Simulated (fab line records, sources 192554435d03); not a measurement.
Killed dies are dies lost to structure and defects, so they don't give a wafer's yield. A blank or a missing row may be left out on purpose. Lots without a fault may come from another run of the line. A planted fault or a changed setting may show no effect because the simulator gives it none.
fab line records | flow n5_finfet
record lots=11 wafers=32 last_day=17
route steps=1938 shown BEOL_M1@810 BEOL_M4@1111 PASSIVATION@1936
lots that met no fault: from a run of the same line without faults
start_h: hours from the record's first day to the start of the lot's first wafer shown | wait_h: hours since the lot's step before | " the same as in the row above | L1.1+2: a row that stands for several wafers | - no value, or no start given | * or withheld: withheld | < > ~ a bound
route shown NAME@n: a module of which the file shows steps, and the number in the route of the first | usual: mean/standard deviation of fault-free wafers | same: alike in all rows | chamber/n: place in a boat | sites: the reading at each site | _std_site: their standard deviation | _edge_site: outer sites' mean less inner sites' | radius_mm: how far each site lies from the wafer's centre | mask NAME#n: copy n | behind: the tool/chamber that last shaped the wafer | hold: why the lot was held/for how many hours/how that ended | device: the transistor (n, p or np) that didn't switch | end of line: the same wafers' tests at the end of the route | a step without rows: its recipe alone | killed: dies lost to structure and defects at the first sort, not the wafer's yield | map: a wafer's dies, x killed, . not, _ none there
set.NAME: the setting as run; set.NAME@STEP: as run at that earlier step | model.NAME: the simulator's own value behind a step, which no gauge read
steps of the route over a sample of lots; a table a step, a row a wafer
## steps
# step N5_BEOL_M1_PRE_CLEAN_45
# recipe gas=H2/He time_s=30 temp_c=250
# usual heater_power_w=329/35
# columns lot.wafer tool chamber start_h wait_h heater_power_w
L397.2 pvd_sputter-03 - 127.25 0.0 335
L397.4 " - " " 318
L397.6 " - " " 318
L401.1 pvd_sputter-01 - 156.55 0.0 338
L401.4 " - " " 327
L401.6 " - " " 373
L402.4 pvd_sputter-01 - 157.09 0.0 369
L402.6 " - " " 327
L403.2 pvd_sputter-03 - 159.54 0.0 282
L403.4 " - " " 304
L403.5 " - " " 319
L404.4 pvd_sputter-02 - 170.83 0.0 399
L404.5 " - " " 394
L404.6 " - " " 339
L406.3 pvd_sputter-02 - 184.55 0.0 408
L406.4 " - " " 341
L406.6 " - " " 338
L412.1 pvd_sputter-01 - 218.20 0.0 328
L412.4 " - " " 278
L412.6 " - " " 309
L414.3 pvd_sputter-01 - 224.29 0.0 273
L414.4 " - " " 367
L414.6 " - " " 332
L415.1 pvd_sputter-02 - 234.34 0.0 345
L415.3 " - " " 340
L415.4 " - " " 308
L418.2 pvd_sputter-03 - 255.34 0.0 321
L418.5 " - " " 304
L418.6 " - " " 324
L419.2 pvd_sputter-03 - 261.30 0.0 319
L419.4 " - " " 335
L419.5 " - " " 322
# step N5_BEOL_M1_SPUTTER_81
# recipe material=Cu target_thk_a=45 temp_c=-20 chamber_pressure_pa=0.07 power_w=withheld time_s=8.29
# usual chamber_pressure_pa=0.07002/0.00014 chuck_gas_flow_sccm=1.27/0.056 throttle_valve_pct=29.9/1
# columns lot.wafer tool chamber start_h wait_h chamber_pressure_pa chuck_gas_flow_sccm throttle_valve_pct
L397.2 pvd_sputter-02 - 128.35 0.1 0.07026 1.39 30.4
L397.4 " - " " 0.07001 1.33 30.5
L397.6 " - " " 0.06968 1.24 30.2
L401.1 pvd_sputter-03 - 157.56 0.1 0.0699 1.22 30.3
L401.4 " - " " 0.07001 1.18 29.4
L401.6 " - " " 0.07014 1.29 31.2
L402.4 pvd_sputter-01 - 159.71 0.0 0.06991 1.23 29.8
L402.6 " - " " 0.07016 1.22 30.7
L403.2 pvd_sputter-03 - 160.52 0.1 0.07005 1.24 31.2
L403.4 " - " " 0.06974 1.35 28.7
L403.5 " - " " 0.07015 1.34 30.2
L404.4 pvd_sputter-01 - 171.92 0.0 0.06989 1.29 30.4
L404.5 " - " " 0.06995 1.29 30.1
L404.6 " - " " 0.06986 1.26 27.7
L406.3 pvd_sputter-03 - 187.32 0.1 0.07004 1.22 31.2
L406.4 " - " " 0.06983 1.27 30.3
L406.6 " - " " 0.07005 1.21 29.7
L412.1 pvd_sputter-01 - 219.34 0.1 0.07013 1.25 30.6
L412.4 " - " " 0.07006 1.24 30.2
L412.6 " - " " 0.07009 1.24 29.8
L414.3 pvd_sputter-02 - 227.08 0.1 0.06985 1.28 30.5
L414.4 " - " " 0.06987 1.30 30.6
L414.6 " - " " 0.06993 1.34 30.5
L415.1 pvd_sputter-01 - 236.63 0.1 0.07003 1.18 29.9
L415.3 " - " " 0.07022 1.28 27.3
L415.4 " - " " 0.06987 1.25 30.6
L418.2 pvd_sputter-02 - 258.30 0.1 0.07018 1.27 30.4
L418.5 " - " " 0.07 1.29 30.2
L418.6 " - " " 0.07015 1.22 30.2
L419.2 pvd_sputter-01 - 262.42 0.1 0.07002 1.31 27.5
L419.4 " - " " 0.06999 1.29 30.0
L419.5 " - " " 0.07005 1.26 29.8
# step N5_BEOL_M1_SPUTTER_86
# recipe material=Cu target_thk_a=45 temp_c=-20 chamber_pressure_pa=0.07 power_w=withheld time_s=8.29
# usual chamber_pressure_pa=0.06999/0.00015 chuck_gas_flow_sccm=1.26/0.051 throttle_valve_pct=30.0/1
# columns lot.wafer tool chamber start_h wait_h chamber_pressure_pa chuck_gas_flow_sccm throttle_valve_pct
L397.2 pvd_sputter-02 - 128.57 0.1 0.06997 1.25 30.4
L397.4 " - " " 0.06998 1.34 30.6
L397.6 " - " " 0.07011 1.30 30.3
L401.1 pvd_sputter-03 - 157.78 0.1 0.07004 1.23 30.2
L401.4 " - " " 0.06993 1.21 29.6
L401.6 " - " " 0.07012 1.29 31.4
L402.4 pvd_sputter-01 - 159.93 0.0 0.07005 1.20 29.6
L402.6 " - " " 0.06978 1.28 30.6
L403.2 pvd_sputter-03 - 160.74 0.1 - - -
L403.4 " - " " - - -
L403.5 " - " " - - -
L404.4 pvd_sputter-01 - 172.14 0.0 - - -
L404.5 " - " " - - -
L404.6 " - " " - - -
L406.3 pvd_sputter-03 - 187.54 0.1 0.07028 1.30 31.3
L406.4 " - " " 0.07023 1.31 30.4
L406.6 " - " " 0.06988 1.21 29.6
L412.1 pvd_sputter-01 - 219.58 0.1 0.07009 1.27 30.7
L412.4 " - " " 0.06997 1.29 30.1
L412.6 " - " " 0.07003 1.18 29.8
L414.3 pvd_sputter-02 - 227.30 0.1 0.07003 1.30 30.0
L414.4 " - " " 0.06982 1.29 30.4
L414.6 " - " " 0.07012 1.23 30.4
L415.1 pvd_sputter-01 - 236.85 0.1 0.07024 1.19 30.0
L415.3 " - " " 0.06986 1.22 27.5
L415.4 " - " " 0.06983 1.25 30.6
L418.2 pvd_sputter-02 - 258.52 0.1 0.07006 1.27 30.3
L418.5 " - " " 0.06993 1.30 30.3
L418.6 " - " " 0.07011 1.25 30.4
L419.2 pvd_sputter-01 - 262.64 0.1 0.06991 1.23 27.6
L419.4 " - " " 0.07015 1.25 30.0
L419.5 " - " " 0.06989 1.27 30.0
# step N5_BEOL_M1_ANNEAL_93
# recipe temp_c=400 time_s=240 ambient=vacuum
# usual heater_power_w=818/89
# columns lot.wafer tool chamber start_h wait_h heater_power_w
L397.2 pvd_sputter-02 - 129.31 0.0 846
L397.4 " - " " 991
L397.6 " - " " 842
L401.1 pvd_sputter-03 - 158.52 0.0 741
L401.4 " - " " 718
L401.6 " - " " 801
L402.4 pvd_sputter-01 - 160.70 0.1 691
L402.6 " - " " 913
L403.2 pvd_sputter-03 - 161.48 0.0 798
L403.4 " - " " 845
L403.5 " - " " 736
L404.4 pvd_sputter-01 - 172.91 0.1 898
L404.5 " - " " 687
L404.6 " - " " 835
L406.3 pvd_sputter-03 - 188.28 0.0 783
L406.4 " - " " 741
L406.6 " - " " 712
L412.1 pvd_sputter-01 - 220.42 0.0 764
L412.4 " - " " 696
L412.6 " - " " 699
L414.3 pvd_sputter-02 - 228.04 0.0 1015
L414.4 " - " " 860
L414.6 " - " " 981
L415.1 pvd_sputter-01 - 237.59 0.0 692
L415.3 " - " " 823
L415.4 " - " " 757
L418.2 pvd_sputter-02 - 259.26 0.0 761
L418.5 " - " " 771
L418.6 " - " " 855
L419.2 pvd_sputter-01 - 263.38 0.0 811
L419.4 " - " " 680
L419.5 " - " " 682
# step N5_BEOL_M4_RC_MEAS_101
# usual DIBL_N=37.5/1.9 DIBL_P=37.3/2.4 IOFF_N=0.18/0.038 IOFF_P=0.23/0.045 ION_N=677/11 ION_P=464/8.1 SS_N=72.0/0.68 SS_P=73.5/0.77 VT_N=249/3.3 VT_P=-249/3.6
# columns lot.wafer tool chamber start_h wait_h DIBL_N[mV/V] DIBL_P[mV/V] IOFF_N[nA/um] IOFF_P[nA/um] ION_N[uA/um] ION_P[uA/um] SS_N[mV/dec] SS_P[mV/dec] VT_N[mV] VT_P[mV]
L397.2 prober-02 0 168.38 0.2 38.1 37.5 0.18 0.20 672 449 72.3 73.7 250 -251
L397.4 " 0 " " 40.4 40.1 0.23 0.24 687 465 73.4 73.7 248 -249
L397.6 " 0 " " 37.6 36.8 0.17 0.19 665 451 71.6 73.8 252 -254
L401.1 prober-02 0 188.25 0.0 35.6 35.8 0.12 0.18 663 458 71.6 72.7 257 -254
L401.4 " 0 " " 39.6 39.9 0.19 0.25 674 467 72.5 74.1 251 -246
L401.6 " 0 " " 39.7 39.8 0.20 0.24 679 464 72.7 74.1 249 -252
L403.2 prober-01 0 193.01 0.2 39.0 39.5 0.21 0.20 683 456 72.3 73.6 246 -256
L403.4 " 0 " " 34.3 33.8 0.13 0.14 658 449 70.8 71.8 251 -256
L403.5 " 0 " " 36.0 36.2 0.14 0.17 676 460 71.4 73.1 251 -253
L402.4 prober-01 0 196.21 0.5 38.2 37.2 0.18 0.25 685 471 71.5 73.8 247 -247
L402.6 " 0 " " 36.4 35.1 0.15 0.22 673 469 71.0 72.5 248 -250
L404.4 prober-01 0 212.22 0.5 35.6 35.0 0.16 0.25 682 478 71.4 74.2 247 -246
L404.5 " 0 " " 38.9 37.3 0.21 0.29 692 481 71.5 74.3 248 -244
L404.6 " 0 " " 38.5 36.6 0.21 0.26 687 469 72.3 74.1 248 -245
L406.3 prober-02 0 222.27 0.3 37.2 37.5 0.18 0.25 673 469 71.4 73.7 250 -247
L406.4 " 0 " " 37.7 37.4 0.19 0.24 674 467 72.3 74.2 252 -247
L406.6 " 0 " " 37.5 37.3 0.17 0.23 669 461 71.2 74.2 249 -249
L412.1 prober-01 0 267.16 0.0 36.8 35.2 0.17 0.23 682 467 71.5 72.5 251 -245
L412.4 " 0 " " 37.4 34.8 0.18 0.24 676 470 72.2 73.2 251 -246
L412.6 " 0 " " 34.9 33.6 0.14 0.19 663 454 71.0 72.4 251 -250
L414.3 prober-01 0 275.87 0.7 37.7 40.0 0.19 0.29 687 478 71.9 74.0 248 -243
L414.4 " 0 " " 32.6 33.0 0.11 0.19 666 473 70.6 71.4 254 -249
L414.6 " 0 " " 38.4 40.1 0.21 0.32 680 476 71.7 73.3 246 -243
L415.1 prober-02 0 290.96 0.0 40.4 40.5 0.23 0.27 687 463 72.3 74.8 244 -250
L415.3 " 0 " " 34.6 33.0 0.11 0.16 658 459 71.4 72.1 257 -255
L415.4 " 0 " " 39.7 38.5 0.23 0.24 690 463 72.9 74.0 244 -246
L418.2 prober-01 0 298.54 0.2 35.9 35.1 0.15 0.20 672 460 72.0 74.0 250 -250
L418.5 " 0 " " 34.5 32.9 0.13 0.17 650 450 71.4 72.2 253 -253
L418.6 " 0 " " 38.4 39.1 0.22 0.30 701 482 72.4 73.5 244 -243
L419.2 prober-02 0 300.38 0.2 38.9 38.9 0.22 0.25 682 458 72.6 73.9 248 -249
L419.4 " 0 " " 36.0 36.7 0.15 0.21 675 466 71.9 72.7 249 -248
L419.5 " 0 " " 34.5 36.0 0.13 0.20 664 462 71.6 73.4 253 -250
# step N5_PASSIVATION_PROBE_49
# usual defect_limited_yield=91.2/1.5 killed_at_M0_to_M3=31/10 killed_at_M4_up=15/5.9 killed_at_contacts=13/6 killed_at_front_end=41/11 killed_at_other=4/3.1 killed_dies=104/18 killed_open=68/13 killed_short=33/8.1 sort_bin_5_function=5.1/1.1 sort_bin_6_memory=3.2/0.69 sort_bin_8_speed=0.01/0.045 sort_n_pass=1076/18
# same gross_dies=1180 killed_at_back_side=0 sort_bin_4_leakage[%]=0
# columns lot.wafer tool chamber start_h wait_h defect_limited_yield[%] killed_at_M0_to_M3 killed_at_M4_up killed_at_contacts killed_at_front_end killed_at_other killed_dies killed_open killed_short sort_bin_5_function[%] sort_bin_6_memory[%] sort_bin_8_speed[%] sort_n_pass
L403.2 prober-01 - 291.12 0.1 90.9 40 11 9 44 3 107 65 29 5.5 3.4 0 1073
L403.4 prober-01 - 291.22 0.2 90.8 48 18 13 29 1 109 76 24 5.2 3.9 0 1071
L403.5 prober-01 - 291.27 0.2 90.1 44 11 15 41 6 117 77 35 6.5 3.1 0 1063
L406.3 prober-02 - 310.64 0.1 90.2 43 15 14 40 4 116 76 40 5.9 3.6 0 1064
L406.4 prober-02 - 310.69 0.2 93.7 36 5 6 25 2 74 51 22 2.7 3.4 0 1106
L406.6 prober-02 - 310.79 0.3 90.7 31 21 14 42 2 110 72 38 5.5 3.4 0 1070
L404.4 prober-02 - 316.26 0.2 92.1 21 19 5 44 4 93 48 40 3.9 3.6 0 1087
L404.5 prober-02 - 316.31 0.2 91.0 28 16 15 40 7 106 60 39 5.8 3.1 0 1074
L404.6 prober-02 - 316.36 0.3 92.1 21 14 17 38 3 93 58 29 4.2 3.6 0 1087
# killed by level:class
L403.2 STI_FIN_REVEAL:geometric_particle:open=14 BEOL_M1:interface_void_opened=10 BEOL_M1:geometric_particle:open=8 BEOL_M0_SAQP:geometric_particle:short=7 BEOL_M4:geometric_particle:open=6 MOL_CONTACT_COAG:geometric_particle:open=6 FIN_SAQP:geometric_particle:open=5 GATE_CUT:geometric_particle:short=5
L403.4 MOL_CONTACT_COAG:geometric_particle:open=12 BEOL_M3:geometric_particle:open=11 BEOL_M4:geometric_particle:open=10 STI_FIN_REVEAL:geometric_particle:open=7 BEOL_M0_SAQP:geometric_particle:open=7 FIN_SAQP:geometric_particle:open=6 BEOL_M0_SAQP:geometric_particle:short=6 BEOL_M1:geometric_particle:open=6
L403.5 MOL_CONTACT_COAG:geometric_particle:open=11 GATE_CUT:geometric_particle:short=9 BEOL_M0_SAQP:geometric_particle:open=8 BEOL_M1:geometric_particle:open=7 BEOL_M3:geometric_particle:open=7 GATE_CUT:geometric_particle:open=6 BEOL_M4:geometric_particle:open=6 FIN_SAQP:geometric_particle:open=4
L406.3 FIN_SAQP:geometric_particle:open=13 BEOL_M0_SAQP:geometric_particle:open=13 MOL_CONTACT_COAG:geometric_particle:open=11 BEOL_M0_SAQP:geometric_particle:short=9 BEOL_M3:geometric_particle:open=8 FIN_SAQP:geometric_particle:short=6 BEOL_M4:geometric_particle:open=6 BEOL_M3:geometric_particle:short=5
L406.4 BEOL_M3:geometric_particle:open=16 BEOL_M0_SAQP:geometric_particle:open=6 FIN_SAQP:geometric_particle:open=5 STI_FIN_REVEAL:geometric_particle:open=4 GATE_CUT:geometric_particle:short=4 MOL_CONTACT_COAG:geometric_particle:open=4 BEOL_M1:geometric_particle:open=4 BEOL_M4:geometric_particle:open=4
L406.6 FIN_SAQP:geometric_particle:open=16 FIN_SAQP:geometric_particle:short=11 MOL_CONTACT_COAG:geometric_particle:open=10 BEOL_M3:geometric_particle:open=10 BEOL_M4:geometric_particle:open=7 BEOL_M0_SAQP:geometric_particle:short=5 MOL_CONTACT_COAG:geometric_particle:short=4 BEOL_M1:geometric_particle:short=4
L404.4 FIN_SAQP:geometric_particle:short=13 FIN_SAQP:geometric_particle:open=9 BEOL_M4:geometric_particle:short=8 STI_FIN_REVEAL:geometric_particle:open=6 BEOL_M4:geometric_particle:open=5 BEOL_M1:interface_void_opened=5 GATE_CUT:geometric_particle:short=4 MOL_CONTACT_COAG:geometric_particle:open=4
L404.5 FIN_SAQP:geometric_particle:open=12 FIN_SAQP:geometric_particle:short=11 MOL_CONTACT_COAG:geometric_particle:open=9 BEOL_M3:geometric_particle:open=7 BEOL_M4:geometric_particle:open=6 MOL_CONTACT_COAG:geometric_particle:short=6 BEOL_M4:geometric_particle:short=6 BEOL_M1:interface_void_opened=5
L404.6 MOL_CONTACT_COAG:geometric_particle:open=15 FIN_SAQP:geometric_particle:short=7 FIN_SAQP:geometric_particle:open=7 BEOL_M2:geometric_particle:open=6 GATE_CUT:geometric_particle:short=5 BEOL_M1:geometric_particle:open=5 STARTING-WAFER:geometric_particle:open=4 BEOL_M1:interface_void_opened=4
## key
first_sign step=N5_BEOL_M1_SPUTTER_86 reading=tool_record direction=missing
effect none on later readings
met_at N5_BEOL_M1_SPUTTER_86
struck_lots L403,L404
not_acting_at N5_BEOL_M1_PRE_CLEAN_45,N5_BEOL_M1_SPUTTER_81,N5_BEOL_M1_ANNEAL_93
onset_between 159.93 160.74
fault kind=skipped_step_whole tool=pvd_sputter-01,pvd_sputter-03 chamber=- onset_h=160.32 steps=N5_BEOL_M1_SPUTTER_86 scope=struck_lots_only
